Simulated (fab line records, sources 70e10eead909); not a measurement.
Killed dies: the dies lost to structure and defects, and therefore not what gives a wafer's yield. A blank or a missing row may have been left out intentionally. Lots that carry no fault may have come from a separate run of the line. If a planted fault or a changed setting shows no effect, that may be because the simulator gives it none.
Which tool did it? || flow nand harc || Sampling: 12 lots, 36 wafers, 5 of 1302 route steps

## WHAT THE GAUGES READ, wafer by wafer
NHARC_END_SORT_01. Usual: killed at array 63, standard deviation 18; killed at other 1.1, standard deviation 1.3; killed at periphery 4.3, standard deviation 2.8; killed dies 68, standard deviation 18; killed open 3.3, standard deviation 2; killed short 2.4, standard deviation 1.6.
{"lot": "L728", "measured": "day 33 07:05", "on": "prober-02", "killed at array": "54 64 54", "killed at other": "1 1 0", "killed at periphery": "6 3 3", "killed dies": "61 68 57", "killed open": "3 5 0", "killed short": "6 3 3", "flag": ""}

## TOOL THAT RAN EACH LOT (tool first, then ch and the chambers of the sampled wafers, then the start)
{"lot": "L710", "NHARC_A_CHANNEL_HOLE_D2_ETCH_26": "har etch-02 ch 0,1, day 12 23:07", "NHARC_A_CHANNEL_HOLE_D2_ETCH_44": "rie diel-01 ch 0,1,2, day 13 00:04", "NHARC_A_CHANNEL_HOLE_D2_STRIP_28": "rie diel-01 ch 1,2,3, day 13 12:52 or earlier", "NHARC_A_CHANNEL_FILL_D2_ALD_16": "ald hk-02 ch 0,2,3, day 13 12:52"}
{"lot": "L711", "NHARC_A_CHANNEL_HOLE_D2_ETCH_26": "har etch-01 ch 0,1, day 14 01:02", "NHARC_A_CHANNEL_HOLE_D2_ETCH_44": "rie diel-01 ch 0,1,2, day 14 01:58", "NHARC_A_CHANNEL_HOLE_D2_STRIP_28": "rie diel-01 ch 0,1,2, day 14 19:16 or earlier", "NHARC_A_CHANNEL_FILL_D2_ALD_16": "ald hk-03 ch 0,1, day 14 19:16"}
{"lot": "L714", "NHARC_A_CHANNEL_HOLE_D2_ETCH_26": "har etch-02 ch 0,1, day 14 16:29", "NHARC_A_CHANNEL_HOLE_D2_ETCH_44": "rie diel-07 ch 0,2,3, day 14 17:23", "NHARC_A_CHANNEL_HOLE_D2_STRIP_28": "rie diel-07 ch 0,1, day 15 06:48 or earlier", "NHARC_A_CHANNEL_FILL_D2_ALD_16": "ald hk-03 ch 0,2,3, day 15 06:48"}
{"lot": "L717", "NHARC_A_CHANNEL_HOLE_D2_ETCH_26": "har etch-02 ch 0,1, day 15 20:18", "NHARC_A_CHANNEL_HOLE_D2_ETCH_44": "rie diel-07 ch 0,1,2, day 15 21:13", "NHARC_A_CHANNEL_HOLE_D2_STRIP_28": "rie diel-07 ch 0,1,3, day 16 11:46 or earlier", "NHARC_A_CHANNEL_FILL_D2_ALD_16": "ald hk-02 ch 0,1,3, day 16 11:46"}
{"lot": "L720", "NHARC_A_CHANNEL_HOLE_D2_ETCH_26": "har etch-01 ch 0,1, day 16 22:21", "NHARC_A_CHANNEL_HOLE_D2_ETCH_44": "rie diel-07 ch 1,2, day 16 23:18", "NHARC_A_CHANNEL_HOLE_D2_STRIP_28": "rie diel-07 ch 0,1,2, day 17 12:41 or earlier", "NHARC_A_CHANNEL_FILL_D2_ALD_16": "ald hk-02 ch 0,2,3, day 17 12:41"}
{"lot": "L718", "NHARC_A_CHANNEL_HOLE_D2_ETCH_26": "har etch-01 ch 0,1, day 17 02:33", "NHARC_A_CHANNEL_HOLE_D2_ETCH_44": "rie diel-06 ch 0,2,3, day 17 03:28", "NHARC_A_CHANNEL_HOLE_D2_STRIP_28": "rie diel-06 ch 0,2, day 17 16:50 or earlier", "NHARC_A_CHANNEL_FILL_D2_ALD_16": "ald hk-03 ch 1,2,3, day 17 16:50"}
{"lot": "L719", "NHARC_A_CHANNEL_HOLE_D2_ETCH_26": "har etch-02 ch 0,1, day 17 14:15", "NHARC_A_CHANNEL_HOLE_D2_ETCH_44": "rie diel-01 ch 0,1,3, day 17 15:14", "NHARC_A_CHANNEL_HOLE_D2_STRIP_28": "rie diel-01 ch 0,1,3, day 18 04:52 or earlier", "NHARC_A_CHANNEL_FILL_D2_ALD_16": "ald hk-03 ch 0,1,2, day 18 04:52"}
{"lot": "L727", "NHARC_A_CHANNEL_HOLE_D2_ETCH_26": "har etch-02 ch 0,1, day 20 02:31", "NHARC_A_CHANNEL_HOLE_D2_ETCH_44": "rie diel-01 ch 0,1, day 20 03:28", "NHARC_A_CHANNEL_HOLE_D2_STRIP_28": "rie diel-01 ch 0,2,3, day 20 16:25 or earlier", "NHARC_A_CHANNEL_FILL_D2_ALD_16": "ald hk-03 ch 0,2,3, day 20 16:25"}
{"lot": "L728", "NHARC_A_CHANNEL_HOLE_D2_ETCH_26": "har etch-02 ch 0,1, day 21 01:20", "NHARC_A_CHANNEL_HOLE_D2_ETCH_44": "rie diel-07 ch 0,1, day 21 02:16", "NHARC_A_CHANNEL_HOLE_D2_STRIP_28": "rie diel-07 ch 0,1,2, day 21 17:19 or earlier", "NHARC_A_CHANNEL_FILL_D2_ALD_16": "ald hk-03 ch 2,3, day 21 17:19"}
{"lot": "L729", "NHARC_A_CHANNEL_HOLE_D2_ETCH_26": "har etch-01 ch 0,1, day 21 12:25", "NHARC_A_CHANNEL_HOLE_D2_ETCH_44": "rie diel-01 ch 0,1,2, day 21 13:23", "NHARC_A_CHANNEL_HOLE_D2_STRIP_28": "rie diel-01 ch 0,1,3, day 22 05:28 or earlier", "NHARC_A_CHANNEL_FILL_D2_ALD_16": "ald hk-02 ch 0,1,2, day 22 05:28"}
{"lot": "L732", "NHARC_A_CHANNEL_HOLE_D2_ETCH_26": "har etch-01 ch 0,1, day 22 18:25", "NHARC_A_CHANNEL_HOLE_D2_ETCH_44": "rie diel-06 ch 1,2,3, day 22 19:19", "NHARC_A_CHANNEL_HOLE_D2_STRIP_28": "rie diel-06 ch 0,2,3, day 23 09:11 or earlier", "NHARC_A_CHANNEL_FILL_D2_ALD_16": "ald hk-02 ch 1,2, day 23 09:11"}
{"lot": "L733", "NHARC_A_CHANNEL_HOLE_D2_ETCH_26": "har etch-02 ch 0,1, day 23 07:53", "NHARC_A_CHANNEL_HOLE_D2_ETCH_44": "rie diel-07 ch 0,1,2, day 23 08:50", "NHARC_A_CHANNEL_HOLE_D2_STRIP_28": "rie diel-07 ch 1,2,3, day 24 02:13 or earlier", "NHARC_A_CHANNEL_FILL_D2_ALD_16": "ald hk-04 ch 0,2,3, day 24 02:13"}
- NHARC_A_CHANNEL_HOLE_D2_ETCH_26: etches the open film in C4F8/O2/Ar, time 224.1 s, target depth 300 nm.
- NHARC_A_CHANNEL_HOLE_D2_ETCH_44: etches the open film in CF4/O2, target depth 140 nm, overetch 14 nm, time 77 s.
- NHARC_A_CHANNEL_HOLE_D2_STRIP_28: strips in O2.
- NHARC_A_CHANNEL_FILL_D2_ALD_16: deposits SiO2, target thk 1.5 nm, pulse time 10 s, ald cycles 15.

## AS READ BY THE TOOLS THEMSELVES (means over the sampled wafers that have a number; for cases with no such wafer, the mark the record gives instead)
NHARC_A_CHANNEL_HOLE_D2_ETCH_26. Usual: bias v 300 V, standard deviation 3.3; drypump motor current A 5.5 A, standard deviation 0.45; showerhead plenum p Torr 3.74 Torr, standard deviation 0.15; throttle valve pct 24.584 %, standard deviation 0.0088.
{"lot": "L710", "tool": "har etch-02", "bias v (V)": 301, "drypump motor current A (A)": 5.3, "showerhead plenum p Torr (Torr)": 3.62, "throttle valve pct (%)": 24.581, "flag": ""}
{"lot": "L711", "tool": "har etch-01", "bias v (V)": 301, "drypump motor current A (A)": 5.4, "showerhead plenum p Torr (Torr)": 3.72, "throttle valve pct (%)": 24.587, "flag": ""}
{"lot": "L714", "tool": "har etch-02", "bias v (V)": 299, "drypump motor current A (A)": 5.3, "showerhead plenum p Torr (Torr)": 3.61, "throttle valve pct (%)": 24.582, "flag": ""}
{"lot": "L717", "tool": "har etch-02", "bias v (V)": 300, "drypump motor current A (A)": 5.3, "showerhead plenum p Torr (Torr)": 3.60, "throttle valve pct (%)": 24.582, "flag": ""}
{"lot": "L720", "tool": "har etch-01", "bias v (V)": 297, "drypump motor current A (A)": 5.5, "showerhead plenum p Torr (Torr)": 3.67, "throttle valve pct (%)": 24.588, "flag": ""}
{"lot": "L718", "tool": "har etch-01", "bias v (V)": 295, "drypump motor current A (A)": 5.3, "showerhead plenum p Torr (Torr)": 3.69, "throttle valve pct (%)": 24.583, "flag": ""}
{"lot": "L719", "tool": "har etch-02", "bias v (V)": 299, "drypump motor current A (A)": 5.7, "showerhead plenum p Torr (Torr)": 3.99, "throttle valve pct (%)": 24.587, "flag": ""}
{"lot": "L727", "tool": "har etch-02", "bias v (V)": 298, "drypump motor current A (A)": 5.3, "showerhead plenum p Torr (Torr)": 3.97, "throttle valve pct (%)": 24.580, "flag": ""}
{"lot": "L728", "tool": "har etch-02", "bias v (V)": 302, "drypump motor current A (A)": 5.3, "showerhead plenum p Torr (Torr)": 3.96, "throttle valve pct (%)": 24.578, "flag": ""}
{"lot": "L729", "tool": "har etch-01", "bias v (V)": 304, "drypump motor current A (A)": 5.4, "showerhead plenum p Torr (Torr)": 3.66, "throttle valve pct (%)": 24.579, "flag": ""}
{"lot": "L732", "tool": "har etch-01", "bias v (V)": 301, "drypump motor current A (A)": 5.4, "showerhead plenum p Torr (Torr)": 3.65, "throttle valve pct (%)": 24.581, "flag": ""}
{"lot": "L733", "tool": "har etch-02", "bias v (V)": 299, "drypump motor current A (A)": 5.3, "showerhead plenum p Torr (Torr)": 3.94, "throttle valve pct (%)": 24.573, "flag": ""}

NHARC_A_CHANNEL_HOLE_D2_ETCH_44. Usual: drypump motor current A 5.8 A, standard deviation 0.36; oes product au 0.999 a.u., standard deviation 0.008; rf vpp V 198.0 V, standard deviation 1.2; showerhead plenum p Torr 1.35 Torr, standard deviation 0.044; throttle valve pct 13.397 %, standard deviation 0.0094.
{"lot": "L710", "tool": "rie diel-01", "drypump motor current A (A)": 5.6, "oes product au (a.u.)": 0.998, "rf vpp V (V)": 198.2, "showerhead plenum p Torr (Torr)": 1.34, "throttle valve pct (%)": 13.401, "flag": ""}
{"lot": "L711", "tool": "rie diel-01", "drypump motor current A (A)": 5.6, "oes product au (a.u.)": 1.002, "rf vpp V (V)": 198.5, "showerhead plenum p Torr (Torr)": 1.34, "throttle valve pct (%)": 13.397, "flag": ""}
{"lot": "L714", "tool": "rie diel-07", "drypump motor current A (A)": 5.5, "oes product au (a.u.)": 1.003, "rf vpp V (V)": 198.2, "showerhead plenum p Torr (Torr)": 1.35, "throttle valve pct (%)": 13.386, "flag": ""}
{"lot": "L717", "tool": "rie diel-07", "drypump motor current A (A)": 5.9, "oes product au (a.u.)": 0.994, "rf vpp V (V)": 197.8, "showerhead plenum p Torr (Torr)": 1.33, "throttle valve pct (%)": 13.401, "flag": ""}
{"lot": "L720", "tool": "rie diel-07", "drypump motor current A (A)": 6.2, "oes product au (a.u.)": 0.988, "rf vpp V (V)": 198.9, "showerhead plenum p Torr (Torr)": 1.33, "throttle valve pct (%)": 13.401, "flag": ""}
{"lot": "L718", "tool": "rie diel-06", "drypump motor current A (A)": 5.9, "oes product au (a.u.)": 0.996, "rf vpp V (V)": 198.3, "showerhead plenum p Torr (Torr)": 1.36, "throttle valve pct (%)": 13.388, "flag": ""}
{"lot": "L719", "tool": "rie diel-01", "drypump motor current A (A)": 5.9, "oes product au (a.u.)": 1.008, "rf vpp V (V)": 198.5, "showerhead plenum p Torr (Torr)": 1.36, "throttle valve pct (%)": 13.400, "flag": ""}
{"lot": "L727", "tool": "rie diel-01", "drypump motor current A (A)": 5.7, "oes product au (a.u.)": 1.005, "rf vpp V (V)": 197.8, "showerhead plenum p Torr (Torr)": 1.35, "throttle valve pct (%)": 13.404, "flag": ""}
{"lot": "L728", "tool": "rie diel-07", "drypump motor current A (A)": 5.8, "oes product au (a.u.)": 1.000, "rf vpp V (V)": 197.0, "showerhead plenum p Torr (Torr)": 1.28, "throttle valve pct (%)": 13.394, "flag": ""}
{"lot": "L729", "tool": "rie diel-01", "drypump motor current A (A)": 5.6, "oes product au (a.u.)": 1.002, "rf vpp V (V)": 197.8, "showerhead plenum p Torr (Torr)": 1.34, "throttle valve pct (%)": 13.393, "flag": ""}
{"lot": "L732", "tool": "rie diel-06", "drypump motor current A (A)": 5.9, "oes product au (a.u.)": 0.993, "rf vpp V (V)": 198.9, "showerhead plenum p Torr (Torr)": 1.35, "throttle valve pct (%)": 13.391, "flag": ""}
{"lot": "L733", "tool": "rie diel-07", "drypump motor current A (A)": 5.8, "oes product au (a.u.)": 1.000, "rf vpp V (V)": 197.6, "showerhead plenum p Torr (Torr)": 1.33, "throttle valve pct (%)": 13.391, "flag": ""}

NHARC_A_CHANNEL_HOLE_D2_STRIP_28. Usual: drypump motor current A 5.8 A, standard deviation 0.36; oes product au 0.999 a.u., standard deviation 0.0077; rf vpp V 58.0 V, standard deviation 0.92; showerhead plenum p Torr 3.56 Torr, standard deviation 0.11; throttle valve pct 17.036 %, standard deviation 0.0092.
{"lot": "L710", "tool": "rie diel-01", "drypump motor current A (A)": 5.9, "oes product au (a.u.)": 1.007, "rf vpp V (V)": 58.5, "showerhead plenum p Torr (Torr)": 3.56, "throttle valve pct (%)": 17.034, "flag": ""}
{"lot": "L711", "tool": "rie diel-01", "drypump motor current A (A)": 5.6, "oes product au (a.u.)": 0.996, "rf vpp V (V)": 57.7, "showerhead plenum p Torr (Torr)": 3.54, "throttle valve pct (%)": 17.029, "flag": ""}
{"lot": "L714", "tool": "rie diel-07", "drypump motor current A (A)": 5.8, "oes product au (a.u.)": 0.991, "rf vpp V (V)": 57.3, "showerhead plenum p Torr (Torr)": 3.39, "throttle valve pct (%)": 17.040, "flag": ""}
{"lot": "L717", "tool": "rie diel-07", "drypump motor current A (A)": 5.8, "oes product au (a.u.)": 0.999, "rf vpp V (V)": 58.5, "showerhead plenum p Torr (Torr)": 3.46, "throttle valve pct (%)": 17.033, "flag": ""}
{"lot": "L720", "tool": "rie diel-07", "drypump motor current A (A)": 5.9, "oes product au (a.u.)": 1.001, "rf vpp V (V)": 57.0, "showerhead plenum p Torr (Torr)": 3.51, "throttle valve pct (%)": 17.037, "flag": ""}
{"lot": "L718", "tool": "rie diel-06", "drypump motor current A (A)": 5.8, "oes product au (a.u.)": 1.007, "rf vpp V (V)": 58.3, "showerhead plenum p Torr (Torr)": 3.64, "throttle valve pct (%)": 17.023, "flag": ""}
{"lot": "L719", "tool": "rie diel-01", "drypump motor current A (A)": 5.9, "oes product au (a.u.)": 1.003, "rf vpp V (V)": 58.1, "showerhead plenum p Torr (Torr)": 3.58, "throttle valve pct (%)": 17.040, "flag": ""}
{"lot": "L727", "tool": "rie diel-01", "drypump motor current A (A)": 5.7, "oes product au (a.u.)": 0.996, "rf vpp V (V)": 57.7, "showerhead plenum p Torr (Torr)": 3.56, "throttle valve pct (%)": 17.034, "flag": ""}
{"lot": "L728", "tool": "rie diel-07", "drypump motor current A (A)": 5.8, "oes product au (a.u.)": 1.002, "rf vpp V (V)": 58.1, "showerhead plenum p Torr (Torr)": 3.51, "throttle valve pct (%)": 17.029, "flag": ""}
{"lot": "L729", "tool": "rie diel-01", "drypump motor current A (A)": 5.9, "oes product au (a.u.)": 0.998, "rf vpp V (V)": 59.1, "showerhead plenum p Torr (Torr)": 3.58, "throttle valve pct (%)": 17.039, "flag": ""}
{"lot": "L732", "tool": "rie diel-06", "drypump motor current A (A)": 5.9, "oes product au (a.u.)": 0.987, "rf vpp V (V)": 59.3, "showerhead plenum p Torr (Torr)": 3.58, "throttle valve pct (%)": 17.039, "flag": ""}
{"lot": "L733", "tool": "rie diel-07", "drypump motor current A (A)": 5.9, "oes product au (a.u.)": 1.010, "rf vpp V (V)": 58.1, "showerhead plenum p Torr (Torr)": 3.58, "throttle valve pct (%)": 17.038, "flag": ""}

NHARC_A_CHANNEL_FILL_D2_ALD_16. Usual: heater power w 454 W, standard deviation 51; precursor pulse height rel 1.000, standard deviation 0.023.
{"lot": "L710", "tool": "ald hk-02", "heater power w (W)": 502, "precursor pulse height rel": 1.005, "flag": ""}
{"lot": "L711", "tool": "ald hk-03", "heater power w (W)": 426, "precursor pulse height rel": 1.008, "flag": ""}
{"lot": "L714", "tool": "ald hk-03", "heater power w (W)": 447, "precursor pulse height rel": 0.998, "flag": ""}
{"lot": "L717", "tool": "ald hk-02", "heater power w (W)": 478, "precursor pulse height rel": 1.006, "flag": ""}
{"lot": "L720", "tool": "ald hk-02", "heater power w (W)": 519, "precursor pulse height rel": 0.995, "flag": ""}
{"lot": "L718", "tool": "ald hk-03", "heater power w (W)": 400, "precursor pulse height rel": 1.021, "flag": ""}
{"lot": "L719", "tool": "ald hk-03", "heater power w (W)": 390, "precursor pulse height rel": 0.989, "flag": ""}
{"lot": "L727", "tool": "ald hk-03", "heater power w (W)": 423, "precursor pulse height rel": 0.989, "flag": ""}
{"lot": "L728", "tool": "ald hk-03", "heater power w (W)": 417, "precursor pulse height rel": 0.996, "flag": ""}
{"lot": "L729", "tool": "ald hk-02", "heater power w (W)": 511, "precursor pulse height rel": 0.996, "flag": ""}
{"lot": "L732", "tool": "ald hk-02", "heater power w (W)": 494, "precursor pulse height rel": 0.983, "flag": ""}
{"lot": "L733", "tool": "ald hk-04", "heater power w (W)": 442, "precursor pulse height rel": 1.020, "flag": ""}

## THE ANSWER, worked out from the rows above alone
Rule: a lot counts as off when the mean over its wafers that have a number is more than 3 standard deviations away from the usual mean. A lot without any number at a reading at which 4 lots or more have one is off too. Where the step has rows for the other lots, those lots are counted as sound. After the gauges, taken in route order, come the tools' own readings; for these a lot's mean is taken, as printed above. The first step at which some lot is off is used, and at that step the reading that is off furthest; a lot without a number counts as furthest.
No lot is off at any reading shown: from this, nothing can be told.

## WHAT WAS PUT IN BY THE SIMULATOR
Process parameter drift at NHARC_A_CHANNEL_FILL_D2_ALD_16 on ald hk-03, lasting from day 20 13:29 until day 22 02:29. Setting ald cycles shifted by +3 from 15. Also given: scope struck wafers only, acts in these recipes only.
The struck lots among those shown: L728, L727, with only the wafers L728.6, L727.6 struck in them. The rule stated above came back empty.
